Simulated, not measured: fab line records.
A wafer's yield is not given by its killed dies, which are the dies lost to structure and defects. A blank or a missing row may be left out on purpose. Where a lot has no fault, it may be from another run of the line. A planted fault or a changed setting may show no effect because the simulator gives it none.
Struck lot and sound lot, side by side ; flow n5 finfet ; 35 out of 1938 route steps
Sound: these wafers, L239.1, L239.2, L239.4. Wafers struck: L247.1, L247.4, L247.5. The cause is named last.
Order at every step that has rows: each side's tool, ch and its chambers, its first start. Under that, the readings that differ: sound wafers ; struck wafers ; difference of the means ; sigmas: that difference in standard deviations of wafers without a fault.
alike: words and numbers the same on both sides, and readings whose means are apart by under 2 such deviations; not compared: readings that were withheld, readings missing a value for some wafer, numbers with overlapping values and no deviation given by the record, and bounds like >300 which may hide the same value.
The two part at a step that has a row with sigmas, a row that says differs or no value, or rows on one side only. Non-overlapping numbers with no deviation appear without sigmas and do not part them. Lack of a reading on every wafer of one side parts them only where that side has two or more wafers.

first, 8 steps without rows for these wafers: N5_BEOL_M4_SPUTTER_96 (material Cu, target thk 4.5 nm, time 8.29 s); N5_BEOL_M4_ECD_50 (material Cu, target thk 300 nm); N5_BEOL_M4_ANNEAL_51 (time 90 s); N5_BEOL_M4_CMP_52 (polishes, stops on SiOC, t overpolish 6.8 s, target thk 40 nm); N5_BEOL_M4_PRE_CLEAN_60 (time 15 s); N5_BEOL_M4_CO_CAP_55 (material Co, precursor CCTBA/H2, target thk 2 nm, time 102.1 s); N5_BEOL_M4_PRE_CLEAN_56 (time 15 s); N5_BEOL_M4_DEP_57 (deposits SiCN from 3MS/NH3, target thk 8 nm, time 14 s).
N5_BEOL_M5_ILD_DEP_00: deposits SiCOH lowk from DEMS/porogen, target thk 140.64 nm, time 25.9 s.
  sound on pecvd-01 ch 1,2, day 7 18:05; struck on pecvd-01 ch 0,2, day 9 16:18
reading;sound;struck;difference;sigmas
susceptor temp C (C);300.10 300.02 299.73;304.86 304.43 304.62;+4.69;+26
model.SiCOH_lowk_of_BEOL_M5_ILD_DEP_00.thk nm (nm);139 139.4 139;136 137.6 137;-2;
  alike: heater power w, showerhead plenum p Torr, throttle valve pct
then, 24 steps without rows for these wafers: N5_BEOL_M5_CURE_79 (cures SiCOH lowk, time 240 s); N5_BEOL_M5_PECVD_70 (deposits SiO2 from TEOS/O2, target thk 16 nm, time 18 s); N5_BEOL_M5_HM_DEP_02 (deposits TiN, target thk 20 nm); N5_BEOL_M5_COAT_59 (time 60 s, resist thk 60 nm); N5_BEOL_M5_COAT_60 (time 60 s, resist thk 12 nm); N5_BEOL_M5_COAT_71 (time 60 s, resist thk 5 nm); N5_BEOL_M5_COAT_05 (resist thk 30 nm); N5_BEOL_M5_EBR_07; N5_BEOL_M5_SOFTBAKE_06 (time 60 s); N5_BEOL_M5_EXPOSE_08 (exposes mask M5, target cd 28 nm); N5_BEOL_M5_PEB_09 (peb time 60 s); N5_BEOL_M5_DEVELOP_10 (develop time 30 s); N5_BEOL_M5_DESCUM_16 (chemistry O2, time 7 s); N5_BEOL_M5_ETCH_72 (etches underlayer in N2/H2, target depth 6.5 nm, time 5.2 s); N5_BEOL_M5_ETCH_61 (etches SiARC in CF4, target depth 15.6 nm, time 26 s); N5_BEOL_M5_ETCH_62 (etches SOC in N2/H2, target depth 75 nm, overetch 15 nm, time 112.5 s); N5_BEOL_M5_STRIP_63 (strips in N2/H2); N5_BEOL_M5_STRIP_73 (strips in N2/H2); N5_BEOL_M5_STRIP_64 (strips in CF4); N5_BEOL_M5_HM_OPEN_17 (chemistry Cl2/BCl3, target TiN, target depth 20 nm, overetch 6 nm); N5_BEOL_M5_STRIP_19 (strips in O2); N5_BEOL_M5_COAT_65 (time 60 s, resist thk 60 nm); N5_BEOL_M5_COAT_66 (time 60 s, resist thk 12 nm); N5_BEOL_M5_COAT_74 (time 60 s, resist thk 5 nm).
N5_BEOL_M5_CMP_52: polishes, stops on SiCOH lowk, t overpolish 6.9 s, target thk 62 nm.
  sound on cmp-04 ch 0,1,3, day 8 06:17; struck on cmp-04 ch 0,1,2, day 10 08:35
reading;sound;struck;difference;sigmas
model.SiCOH_lowk_of_BEOL_M5_ILD_DEP_00.thk nm (nm);116.6 117 116.6;114 115.4 114.8;-2;
  alike: barrier field endpoint s, head pressure psi, motor current A, overpolish run s, time to endpoint s
-- a jump in the record: the struck wafers' starts before and after are 4 days apart (it breaks off in module BEOL_M5 and resumes in module PASSIVATION, where the first step shown is number 1936 of the route) --
N5_PASSIVATION_PROBE_49:
  only the struck wafers here have rows in the record (prober-02, day 14 03:35); the sound ones have none

## WHERE THEY PART
Last at N5_PASSIVATION_PROBE_49 as far as this record goes, first at N5_BEOL_M5_ILD_DEP_00.

WHY: what had been put in by the simulator
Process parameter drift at N5_BEOL_M5_ILD_DEP_00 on pecvd-01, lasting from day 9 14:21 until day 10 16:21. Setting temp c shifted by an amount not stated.
